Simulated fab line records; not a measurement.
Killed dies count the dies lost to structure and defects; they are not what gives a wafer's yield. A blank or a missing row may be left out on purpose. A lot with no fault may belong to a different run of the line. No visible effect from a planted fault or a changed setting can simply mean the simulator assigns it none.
fab line records	flow n5-finfet
record: lots: 5	wafers: 15	last-day: 15
route steps=1938 shown PASSIVATION@1910
lots that met no fault: from a run of the same line without faults
start-h: start of the lot's first displayed wafer, in hours after the record's first day	wait-h: how many hours have passed since the lot's step before this one	" same as the row above	L1.1+2: several wafers, shown together as one row	- no value, or no start was given	* or withheld: withheld	< > ~ a bound
route shown NAME@n: NAME is a module with steps in the file, n the number in the route of the first one	usual: mean/standard deviation of fault-free wafers	same: alike in all rows	chamber/n: place in a boat	sites: readings site by site	_std_site: their standard deviation	_edge_site: the outer-site mean with the inner-site mean subtracted	radius-mm: how far each site lies from the wafer's centre	mask NAME#n: copy n	behind: the last tool/chamber to shape the wafer	hold: why the lot went on hold/how many hours it stayed there/how the hold came to an end	device: names the non-switching transistor (n, p or np)	end of line: the tests these same wafers got at the end of their route	a step without rows: its recipe alone	killed: at the first sort, the dies lost to defects and structure; wafer yield is something else	map: a wafer's dies, x killed, . not, _ none there
set.NAME: the run value of the setting; set.NAME@STEP: its run value at that earlier step	model.NAME: the simulator's own value behind a step, which no gauge read
certain route steps with their lots: each step a table, each wafer a row
services: from which hour (start-h, from the record's first day; less than 0 if before it) a tool's chamber was out of use, for how many hours, and why
== steps ==
step: N5_PASSIVATION_ETCH_59
recipe: chemistry: Cl2/BCl3	target: TaN	target-depth-a: 650	time-s: 34.9	ion-energy-ev: 100	pressure-mtorr: 10	icp-w: 900	bias-w: 100	Cl2_flow_sccm: 60	bcl3-flow-sccm: 30
usual: drypump-motor-current-A: 5.6/0.39	oes-product-au: 0.85/0.057	rf-fwd-power-W: 893.6/2.9	throttle-valve-pct: 21.07/0.16
lot.wafer	tool	chamber	start-h	wait-h	drypump-motor-current-A	oes-product-au	rf-fwd-power-W	rf-hours-counter-h	throttle-valve-pct
L074.2	rie-metal-01	0	248.65	0.3	5.1	0.84	891.0	23	20.94
L074.4	"	1	"	"	5.5	0.89	896.4	-	20.90
L074.5	"	0	"	"	5.1	0.84	896.5	-	20.94
L079.1	rie-metal-01	1	288.10	0.3	5.5	0.87	890.7	15	20.93
L079.3	"	1	"	"	5.5	0.86	890.2	-	20.93
L079.5	"	1	"	"	5.5	0.87	892.0	-	20.91
L082.3	rie-metal-02	0	302.13	0.2	6.3	0.95	893.4	-	20.99
L082.4	"	1	"	"	5.3	0.92	893.8	-	21.36
L082.6	"	1	"	"	5.3	0.92	891.7	-	21.36
L088.1	rie-metal-03	1	339.04	0.3	5.7	0.85	891.6	21	20.97
L088.4	"	0	"	"	5.6	0.78	886.5	-	21.02
L088.6	"	0	"	"	5.7	0.78	888.6	-	21.05
L091.3	rie-metal-01	0	365.43	0.2	5.1	0.80	893.2	-	20.96
L091.4	"	1	"	"	5.5	0.83	893.7	-	20.94
L091.5	"	0	"	"	5.1	0.80	893.0	-	20.96
step: N5_PASSIVATION_STRIP_34
recipe: chemistry: O2	power-w: 600	temp-c: 60	pressure-mtorr: 30	rf-frequency-hz: 6e+07	bias-power-w: 0	overash-fraction: 2	o2-flow-sccm: 225
usual: drypump-motor-current-A: 5.6/0.39	oes-product-au: 0.78/0.085	rf-vpp-V: 3.7/1.4	showerhead-plenum-p-Torr: 2.08/0.072	throttle-valve-pct: 16.70/0.16
same: overash-fraction: 2
lot.wafer	tool	chamber	start-h	wait-h	drypump-motor-current-A	oes-product-au	rf-hours-counter-h	rf-vpp-V	showerhead-plenum-p-Torr	throttle-valve-pct
L074.2	rie-diel-06	1	248.92	0.2	5.4	0.75	164	3.9	2.08	16.44
L074.4	"	0	"	"	5.1	1.00	1	4.8	2.17	16.64
L074.5	"	0	"	"	5.0	0.99	-	3.3	2.17	16.64
L079.1	rie-diel-03	3	288.22	0.1	5.6	0.84	80	4.5	2.03	16.64
L079.3	"	1	"	"	5.3	0.89	48	2.6	2.16	16.80
L079.5	"	3	"	"	5.6	0.82	-	5.2	2.03	16.61
L082.3	rie-diel-05	0	302.22	0.1	5.7	0.68	235	4.9	2.06	16.83
L082.4	"	1	"	"	5.2	0.68	230	4.7	2.07	16.80
L082.6	"	3	"	"	5.2	0.84	-	2.1	2.04	16.71
L088.1	rie-diel-05	2	339.15	0.1	5.6	0.72	244	4.3	2.16	16.57
L088.4	"	3	"	"	5.2	0.84	71	2.6	2.03	16.73
L088.6	"	0	"	"	5.7	0.67	-	3.6	2.06	16.87
L091.3	rie-diel-06	3	365.51	0.1	6.5	0.92	9	3.0	2.24	16.28
L091.4	"	2	"	"	5.6	0.83	67	2.1	2.22	16.50
L091.5	"	0	"	"	5.0	0.89	-	3.9	2.16	16.71
step: N5_PASSIVATION_STRIP_51
recipe: chemistry: post-etch-residue-remover	time-s: 1200	temp-c: 72.5
lot.wafer	tool	chamber	start-h	wait-h
L074.2+4+5	wet-bench-06	4,6,5	248.99	-
L079.1+3+5	wet-bench-06	3,6,7	288.29	-
L082.3+4+6	wet-bench-06	4,1,0	302.28	-
L088.1+4+6	wet-bench-01	7,6,0	339.22	-
L091.3+4+5	wet-bench-06	6,0,4	365.58	-
step: N5_PASSIVATION_CLEAN_69
recipe: chemistry: IPA	time-s: 180	temp-c: 25
lot.wafer	tool	chamber	start-h	wait-h
L074.2+4+5	wet-bench-06	4,6,5	249.32	0.0
L079.1+3+5	wet-bench-06	3,6,7	288.62	0.0
L082.3+4+6	wet-bench-06	4,1,0	302.62	0.0
L088.1+4+6	wet-bench-01	7,6,0	339.55	0.0
L091.3+4+5	wet-bench-06	6,0,4	365.91	0.0
step: N5_PASSIVATION_SRD_70
recipe: dry: ipa-marangoni	time-s: 30	temp-c: 23	rinse-liquid: diw
lot.wafer	tool	chamber	start-h	wait-h
L074.2+4+5	wet-bench-06	4,6,5	249.38	0.0
L079.1+3+5	wet-bench-06	3,6,7	288.67	0.0
L082.3+4+6	wet-bench-06	4,1,0	302.67	0.0
L088.1+4+6	wet-bench-01	7,6,0	339.61	0.0
L091.3+4+5	wet-bench-06	6,0,4	365.97	0.0
step: N5_PASSIVATION_PECVD_53
recipe: material: SiO2	target-thk-a: 8000	temp-c: 400	precursor: TEOS/O2	pressure-torr: 6.5	rf-w: withheld	teos-flow-sccm: withheld	gas: O2	flow-sccm: 2650	time-s: 169.4
lot.wafer	tool	chamber	start-h	wait-h
L074.2+4+5	pecvd-03	2,0,1	249.42	0.0
L079.1+3+5	pecvd-03	0,0,2	288.73	0.0
L082.3+4+6	pecvd-02	2,2,1	302.73	0.0
L088.1+4+6	pecvd-03	1,1,0	339.65	0.0
L091.3+4+5	pecvd-03	1,1,0	366.01	0.0
step: N5_PASSIVATION_PECVD_35
recipe: material: SiNx	target-thk-a: 7000	temp-c: 400	precursor: SiH4/NH3/N2	pressure-torr: 4.9	rf-w: 1406	time-s: 151.3
usual: heater-power-w: 370/84	rf-fwd-power-W: 1401/4.9	showerhead-plenum-p-Torr: 8.70/0.057	throttle-valve-pct: 29.1/1.3
lot.wafer	tool	chamber	start-h	wait-h	heater-power-w	rf-fwd-power-W	showerhead-plenum-p-Torr	throttle-valve-pct
L074.2	pecvd-03	2	249.53	0.1	278	1399	8.66	27.1
L074.4	"	0	"	"	356	1394	8.65	29.9
L074.5	"	1	"	"	452	1399	8.81	30.2
L079.1	pecvd-03	0	288.89	0.1	249	1404	8.67	29.8
L079.3	"	0	"	"	291	1396	8.68	29.7
L079.5	"	2	"	"	307	1408	8.68	27.3
L082.3	pecvd-02	2	302.84	0.1	261	1398	8.70	28.6
L082.4	"	2	"	"	315	1396	8.73	28.7
L082.6	"	1	"	"	451	1403	8.67	29.6
L088.1	pecvd-03	1	339.76	0.1	450	1403	8.81	30.5
L088.4	"	1	"	"	474	1398	8.80	30.3
L088.6	"	0	"	"	346	1395	8.67	29.5
L091.3	pecvd-03	1	366.12	0.1	374	1399	8.80	30.2
L091.4	"	1	"	"	424	1400	8.79	30.2
L091.5	"	0	"	"	371	1405	8.66	29.7
step: N5_PASSIVATION_HMDS_37
recipe: time-s: 60	temp-c: 120
lot.wafer	tool	chamber	start-h	wait-h
L074.2+4+5	litho-track-04	0	249.67	0.1
L079.1+3+5	litho-track-04	0	289.09	0.1
L082.3+4+6	litho-track-01	0	302.97	0.1
L088.1+4+6	litho-track-02	0	339.90	0.1
L091.3+4+5	litho-track-02	0	366.26	0.1
step: N5_PASSIVATION_COAT_38
recipe: spin-rpm: 3000	resist-thk-nm: withheld
usual: spin-speed-rpm: 3000.3/2.2
lot.wafer	tool	chamber	start-h	wait-h	spin-speed-rpm
L074.2	litho-track-04	0	-	-	2997.4
L074.4	"	0	"	"	3002.2
L074.5	"	0	"	"	3000.9
L079.1	litho-track-04	0	-	-	2998.8
L079.3	"	0	"	"	3000.7
L079.5	"	0	"	"	2999.3
L082.3	litho-track-01	0	-	-	2997.6
L082.4	"	0	"	"	2999.5
L082.6	"	0	"	"	2998.4
L088.1	litho-track-02	0	-	-	3000.1
L088.4	"	0	"	"	3000.3
L088.6	"	0	"	"	3001.5
L091.3	litho-track-02	0	-	-	2996.1
L091.4	"	0	"	"	3003.9
L091.5	"	0	"	"	3001.6
step: N5_PASSIVATION_EBR_40
recipe: solvent: PGMEA	ebr-width-mm: 1.5
lot.wafer	tool	chamber	start-h	wait-h
L074.2+4+5	litho-track-04	0	-	-
L079.1+3+5	litho-track-04	0	-	-
L082.3+4+6	litho-track-01	0	-	-
L088.1+4+6	litho-track-02	0	-	-
L091.3+4+5	litho-track-02	0	-	-
step: N5_PASSIVATION_SOFTBAKE_39
recipe: temp-c: 110	time-s: 120
lot.wafer	tool	chamber	start-h	wait-h
L074.2+4+5	litho-track-04	0	-	-
L079.1+3+5	litho-track-04	0	-	-
L082.3+4+6	litho-track-01	0	-	-
L088.1+4+6	litho-track-02	0	-	-
L091.3+4+5	litho-track-02	0	-	-
step: N5_PASSIVATION_EXPOSE_41
recipe: mask-id: PASS_OPEN	na: 0.55	defocus-nm: 0	source-shape: conventional	sigma-outer: 0.8	polarization: unpolarized	target-cd-nm: 40000	dose-mj: 57.25
lot.wafer	tool	chamber	start-h	wait-h	mask
L074.2+4+5	krf-scanner-02	0	249.92	-	PASS_OPEN#0
L079.1+3+5	krf-scanner-01	0	289.20	-	PASS_OPEN#0
L082.3+4+6	krf-scanner-01	0	303.25	-	PASS_OPEN#0
L088.1+4+6	krf-scanner-01	0	340.14	-	PASS_OPEN#0
L091.3+4+5	krf-scanner-01	0	366.39	-	PASS_OPEN#0
step: N5_PASSIVATION_PEB_42
recipe: peb-temp-c: withheld	peb-time-s: *
lot.wafer	tool	chamber	start-h	wait-h
L074.2+4+5	litho-track-04	0	249.97	0.0
L079.1+3+5	litho-track-01	0	289.26	0.1
L082.3+4+6	litho-track-01	0	303.30	0.0
L088.1+4+6	litho-track-02	0	340.20	0.1
L091.3+4+5	litho-track-01	0	366.44	0.0
step: N5_PASSIVATION_DEVELOP_43
recipe: develop-time-s: 60	rinse-liquid: diw	dry: air-spin	dev-temp-c: 21
lot.wafer	tool	chamber	start-h	wait-h
L074.2+4+5	litho-track-04	0	-	-
L079.1+3+5	litho-track-01	0	-	-
L082.3+4+6	litho-track-01	0	-	-
L088.1+4+6	litho-track-02	0	-	-
L091.3+4+5	litho-track-01	0	-	-
step: N5_PASSIVATION_HARDBAKE_45
recipe: temp-c: 130	time-s: 120
lot.wafer	tool	chamber	start-h	wait-h
L074.2+4+5	litho-track-04	0	-	-
L079.1+3+5	litho-track-01	0	-	-
L082.3+4+6	litho-track-01	0	-	-
L088.1+4+6	litho-track-02	0	-	-
L091.3+4+5	litho-track-01	0	-	-
step: N5_PASSIVATION_CD_MEAS_44
recipe: target-cd-nm: 40000	landing-energy-ev: 500	detector: se-inlens
usual: cd-nm: 40001/3.7
same: landing-energy-ev: 500
lot.wafer	tool	chamber	start-h	wait-h	cd-nm
L074.2	cd-sem-02	0	250.10	-	40005
L074.4	"	0	"	"	40006
L074.5	"	0	"	"	40000
L079.1	cd-sem-03	0	289.38	-	39998
L079.3	"	0	"	"	40002
L079.5	"	0	"	"	40005
L082.3	cd-sem-03	0	303.42	-	40000
L082.4	"	0	"	"	40006
L082.6	"	0	"	"	40004
L088.1	cd-sem-02	0	340.32	-	39999
L088.4	"	0	"	"	39997
L088.6	"	0	"	"	40003
L091.3	cd-sem-01	0	366.56	-	40009
L091.4	"	0	"	"	40001
L091.5	"	0	"	"	40004
step: N5_PASSIVATION_OVL_MEAS_66
recipe: points-per-wafer: 44
usual: PASS_OPEN_OVL: -1/5.3
lot.wafer	tool	chamber	start-h	wait-h	PASS_OPEN_OVL[nm]
L074.2	overlay-01	0	250.13	0.0	-1
L074.4	"	0	"	"	-2
L074.5	"	0	"	"	-3
L079.1	overlay-02	0	289.41	0.0	7
L079.3	"	0	"	"	4
L079.5	"	0	"	"	1
L082.3	overlay-01	0	303.45	0.0	1
L082.4	"	0	"	"	7
L082.6	"	0	"	"	7
L088.1	overlay-02	0	340.35	0.0	-2
L088.4	"	0	"	"	2
L088.6	"	0	"	"	1
L091.3	overlay-02	0	366.59	0.0	3
L091.4	"	0	"	"	4
L091.5	"	0	"	"	-1
step: N5_PASSIVATION_INSPECT_67
recipe: mode: adi	inspect-instrument: macro
usual: raw-defect-count: 2.0/1.3
lot.wafer	tool	chamber	start-h	wait-h	raw-defect-count
L074.2	defect-inspect-02	-	250.15	0.0	1
L074.4	"	-	"	"	3
L074.5	"	-	"	"	1
L079.1	defect-inspect-02	-	289.43	0.0	0
L079.3	"	-	"	"	2
L079.5	"	-	"	"	1
L082.3	defect-inspect-02	-	303.47	0.0	3
L082.4	"	-	"	"	1
L082.6	"	-	"	"	1
L088.1	defect-inspect-02	-	340.37	0.0	1
L088.4	"	-	"	"	2
L088.6	"	-	"	"	0
L091.3	defect-inspect-01	-	366.61	0.0	1
L091.4	"	-	"	"	2
L091.5	"	-	"	"	2
step: N5_PASSIVATION_DESCUM_46
recipe: chemistry: O2	time-s: 7.9	source-power-w: 50	bias-power-w: 20	pressure-mtorr: 20	rf-frequency-hz: 2.712e+07	temp-c: 40	o2-flow-sccm: 225
usual: drypump-motor-current-A: 5.6/0.41	oes-product-au: 0.81/0.095	rf-fwd-power-W: 49.44/0.18	rf-vpp-V: 243.1/1.4	showerhead-plenum-p-Torr: 2.09/0.076	throttle-valve-pct: 20.40/0.19
lot.wafer	tool	chamber	start-h	wait-h	drypump-motor-current-A	oes-product-au	rf-fwd-power-W	rf-hours-counter-h	rf-vpp-V	showerhead-plenum-p-Torr	throttle-valve-pct
L074.2	rie-diel-03	3	250.48	0.3	5.6	0.85	49.63	68	243.0	2.03	20.35
L074.4	"	2	"	"	6.2	0.71	49.64	198	243.3	2.00	20.54
L074.5	"	2	"	"	6.2	0.70	49.21	-	242.6	2.00	20.53
L079.1	rie-diel-03	0	289.53	0.1	6.1	0.77	49.57	142	241.6	2.02	20.60
L079.3	"	3	"	"	5.6	0.84	49.44	80	240.9	2.03	20.37
L079.5	"	0	"	"	6.1	0.77	49.43	-	242.7	2.02	20.60
L082.3	rie-diel-05	2	303.50	0.0	5.6	0.73	49.41	229	243.2	2.16	20.16
L082.4	"	0	"	"	5.7	0.69	49.50	235	242.4	2.06	20.54
L082.6	"	2	"	"	5.7	0.72	49.52	-	245.2	2.16	20.16
L088.1	rie-diel-06	1	340.57	0.2	5.4	0.72	49.45	196	242.6	2.06	20.21
L088.4	"	3	"	"	6.4	0.96	49.47	1	246.8	2.24	20.07
L088.6	"	1	"	"	5.4	0.71	49.31	-	243.0	2.06	20.21
L091.3	rie-diel-05	0	367.00	0.4	5.7	0.96	49.49	4	243.3	2.05	20.18
L091.4	"	3	"	"	5.2	0.81	49.42	-	240.6	2.02	20.58
L091.5	"	2	"	"	5.7	0.70	49.67	-	243.7	2.15	20.20
step: N5_PASSIVATION_PASS_ETCH_47
recipe: chemistry: CF4/O2	target: SiNx	target-depth-a: 7700	time-s: 385	ion-energy-ev: 100	pressure-mtorr: 40	source-w: 535	bias-w: 49	Ar_flow_sccm: 100	cf4-flow-sccm: 100	O2_flow_sccm: 10
usual: drypump-motor-current-A: 5.6/0.41	oes-product-au: 0.82/0.092	rf-fwd-power-W: 533.8/1.5	rf-vpp-V: 242/4.9	showerhead-plenum-p-Torr: 2.20/0.073	throttle-valve-pct: 15.80/0.17
lot.wafer	tool	chamber	start-h	wait-h	drypump-motor-current-A	oes-product-au	rf-fwd-power-W	rf-hours-counter-h	rf-vpp-V	showerhead-plenum-p-Torr	throttle-valve-pct
L074.2	rie-diel-03	3	250.51	0.0	5.6	0.85	534.6	69	243	2.15	15.79
L074.4	"	2	"	"	6.2	0.72	534.7	198	239	2.10	15.93
L074.5	"	2	"	"	6.2	0.72	535.9	-	238	2.10	15.93
L079.1	rie-diel-03	0	289.57	0.0	6.1	0.77	533.2	142	238	2.13	15.95
L079.3	"	3	"	"	5.6	0.83	532.9	80	244	2.14	15.82
L079.5	"	0	"	"	6.1	0.78	532.3	-	241	2.13	15.96
L082.3	rie-diel-05	2	303.54	0.0	5.7	0.72	534.2	229	249	2.27	15.70
L082.4	"	0	"	"	5.7	0.69	533.9	235	233	2.17	16.04
L082.6	"	2	"	"	5.7	0.71	535.2	-	249	2.27	15.70
L088.1	rie-diel-06	1	340.61	0.0	5.4	0.72	534.0	196	239	2.18	15.72
L088.4	"	3	"	"	6.4	0.95	536.5	1	245	2.35	15.49
L088.6	"	1	"	"	5.4	0.73	534.4	-	239	2.18	15.71
L091.3	rie-diel-05	0	367.04	0.0	5.7	0.97	533.8	4	233	2.16	15.61
L091.4	"	3	"	"	5.2	0.81	534.4	-	244	2.14	15.98
L091.5	"	2	"	"	5.6	0.69	534.2	-	247	2.26	15.75
step: N5_PASSIVATION_ETCH_54
recipe: chemistry: CHF3/O2	target: SiO2	target-depth-a: 8800	CHF3_flow_sccm: 50	O2_flow_sccm: 5	Ar_flow_sccm: 200	time-s: 440	mask-material: PR	pressure-mtorr: 30	source-w: 650	bias-w: 170	ion-energy-ev: 200
usual: CHF3_flow_sccm: 49.98/0.15	drypump-motor-current-A: 5.6/0.42	oes-product-au: 0.81/0.092	rf-fwd-power-W: 649.3/1.8	rf-vpp-V: 526/10	showerhead-plenum-p-Torr: 2.40/0.078	throttle-valve-pct: 18.74/0.17
lot.wafer	tool	chamber	start-h	wait-h	CHF3_flow_sccm	drypump-motor-current-A	oes-product-au	rf-fwd-power-W	rf-hours-counter-h	rf-vpp-V	showerhead-plenum-p-Torr	throttle-valve-pct
L074.2	rie-diel-03	3	250.74	0.1	49.97	5.6	0.84	649.9	69	530	2.35	18.76
L074.4	"	2	"	"	50.03	6.2	0.71	650.4	198	522	2.30	18.87
L074.5	"	2	"	"	50.06	6.2	0.72	647.3	-	521	2.30	18.86
L079.1	rie-diel-03	0	289.80	0.1	49.87	6.1	0.76	648.3	142	520	2.32	18.92
L079.3	"	3	"	"	50.03	5.6	0.83	650.1	81	528	2.34	18.79
L079.5	"	0	"	"	49.73	6.1	0.77	649.7	-	522	2.32	18.91
L082.3	rie-diel-05	2	303.77	0.1	49.97	5.7	0.71	648.3	229	540	2.49	18.62
L082.4	"	0	"	"	49.98	5.7	0.69	650.3	235	506	2.38	18.97
L082.6	"	2	"	"	50.14	5.7	0.71	648.1	-	540	2.49	18.61
L088.1	rie-diel-06	1	340.83	0.1	49.94	5.4	0.72	646.7	197	520	2.38	18.59
L088.4	"	3	"	"	49.88	6.4	0.95	648.8	1	531	2.57	18.46
L088.6	"	1	"	"	49.90	5.4	0.73	649.7	-	520	2.38	18.59
L091.3	rie-diel-05	0	367.26	0.1	49.86	5.7	0.97	647.4	5	506	2.37	18.60
L091.4	"	3	"	"	50.36	5.2	0.81	649.7	-	533	2.34	19.01
L091.5	"	2	"	"	49.96	5.7	0.70	648.6	-	540	2.48	18.65
step: N5_PASSIVATION_STRIP_48
recipe: chemistry: O2	power-w: 600	temp-c: 60	pressure-mtorr: 30	rf-frequency-hz: 6e+07	bias-power-w: 0	overash-fraction: 0.5	o2-flow-sccm: 225
usual: drypump-motor-current-A: 5.6/0.42	oes-product-au: 0.81/0.095	rf-vpp-V: 3.9/2.3	showerhead-plenum-p-Torr: 2.09/0.076	throttle-valve-pct: 16.64/0.18
same: overash-fraction: 0.5
lot.wafer	tool	chamber	start-h	wait-h	drypump-motor-current-A	oes-product-au	rf-hours-counter-h	rf-vpp-V	showerhead-plenum-p-Torr	throttle-valve-pct
L074.2	rie-diel-03	3	251.03	0.1	5.6	0.87	69	1.9	2.03	16.62
L074.4	"	2	"	"	6.2	0.70	198	1.5	2.00	16.79
L074.5	"	2	"	"	6.2	0.67	-	2.8	2.00	16.79
L079.1	rie-diel-03	0	290.09	0.1	6.1	0.78	142	3.1	2.02	16.72
L079.3	"	3	"	"	5.5	0.88	81	11.9	2.03	16.58
L079.5	"	0	"	"	6.1	0.81	-	4.9	2.03	16.82
L082.3	rie-diel-05	2	304.06	0.1	5.7	0.70	230	5.4	2.16	16.48
L082.4	"	0	"	"	5.6	0.69	235	3.4	2.06	16.81
L082.6	"	2	"	"	5.7	0.70	-	5.9	2.16	16.51
L088.1	rie-diel-06	1	341.12	0.1	5.4	0.71	197	0.9	2.07	16.51
L088.4	"	3	"	"	6.5	0.95	1	3.1	2.24	16.32
L088.6	"	1	"	"	5.4	0.73	-	2.8	2.07	16.48
L091.3	rie-diel-05	0	367.55	0.1	5.7	0.96	5	1.7	2.05	16.43
L091.4	"	3	"	"	5.2	0.82	-	5.2	2.03	16.73
L091.5	"	2	"	"	5.7	0.69	-	0.6	2.16	16.49
step: N5_PASSIVATION_STRIP_52
recipe: chemistry: post-etch-residue-remover	time-s: 1200	temp-c: 72.5
lot.wafer	tool	chamber	start-h	wait-h
L074.2+4+5	wet-bench-06	7,5,6	251.10	-
L079.1+3+5	wet-bench-05	3,1,0	290.15	-
L082.3+4+6	wet-bench-01	4,5,1	304.12	-
L088.1+4+6	wet-bench-06	2,1,5	341.19	-
L091.3+4+5	wet-bench-01	2,3,6	367.62	-
step: N5_PASSIVATION_CLEAN_71
recipe: chemistry: IPA	time-s: 180	temp-c: 25
lot.wafer	tool	chamber	start-h	wait-h
L074.2+4+5	wet-bench-06	7,5,6	251.43	0.0
L079.1+3+5	wet-bench-05	3,1,0	290.49	0.0
L082.3+4+6	wet-bench-01	4,5,1	304.46	0.0
L088.1+4+6	wet-bench-06	2,1,5	341.52	0.0
L091.3+4+5	wet-bench-01	2,3,6	367.95	0.0
step: N5_PASSIVATION_SRD_72
recipe: dry: ipa-marangoni	time-s: 30	temp-c: 23	rinse-liquid: diw
lot.wafer	tool	chamber	start-h	wait-h
L074.2+4+5	wet-bench-06	7,5,6	251.48	0.0
L079.1+3+5	wet-bench-05	3,1,0	290.54	0.0
L082.3+4+6	wet-bench-01	4,5,1	304.51	0.0
L088.1+4+6	wet-bench-06	2,1,5	341.58	0.0
L091.3+4+5	wet-bench-01	2,3,6	368.01	0.0
step: N5_PASSIVATION_ANNEAL_56
recipe: temp-c: 400	time-s: 1800	ambient: FGA	idle-temp-c: 300	ramp-up-c-per-min: 5	ramp-down-c-per-min: 3
lot.wafer	tool	chamber	start-h	wait-h
L074.2+4+5	furnace-02	0	251.53	0.0
L079.1+3+5	furnace-03	0	290.58	0.0
L082.3+4+6	furnace-02	0	304.56	0.0
L088.1+4+6	furnace-01	0	341.62	0.0
L091.3+4+5	furnace-01	0	368.05	0.0
== services ==
tool	chamber	start-h	hours	kind
rie-metal-03	-	234.61	0.4	repair
rie-diel-06	3	249.82	7.8	repair
krf-scanner-01	-	251.78	1.0	pm
krf-scanner-01	-	253.16	3.6	pm
krf-scanner-01	-	263.02	0.8	pm
rie-metal-01	-	263.39	0.9	repair
rie-diel-06	1	268.25	3.5	repair
pecvd-03	2	270.65	2.1	repair
litho-track-04	-	273.91	-	consumable-replace:filter
furnace-01	-	276.06	3.5	repair
rie-diel-05	1	280.42	2.5	repair
krf-scanner-01	-	299.22	0.3	repair
krf-scanner-02	-	299.48	1.3	pm
pecvd-03	0	303.45	5.0	repair
pecvd-02	-	303.54	3.5	repair
litho-track-01	-	322.30	-	consumable-replace:filter
rie-metal-02	-	335.67	1.4	pm
rie-metal-03	-	336.93	0.2	repair
rie-diel-05	0	343.60	-	clean
krf-scanner-01	-	344.07	4.5	repair
krf-scanner-02	-	347.56	1.4	repair
krf-scanner-02	-	349.00	4.0	pm
krf-scanner-02	-	361.81	0.8	pm
krf-scanner-01	-	363.23	0.8	pm
== key ==
fault none
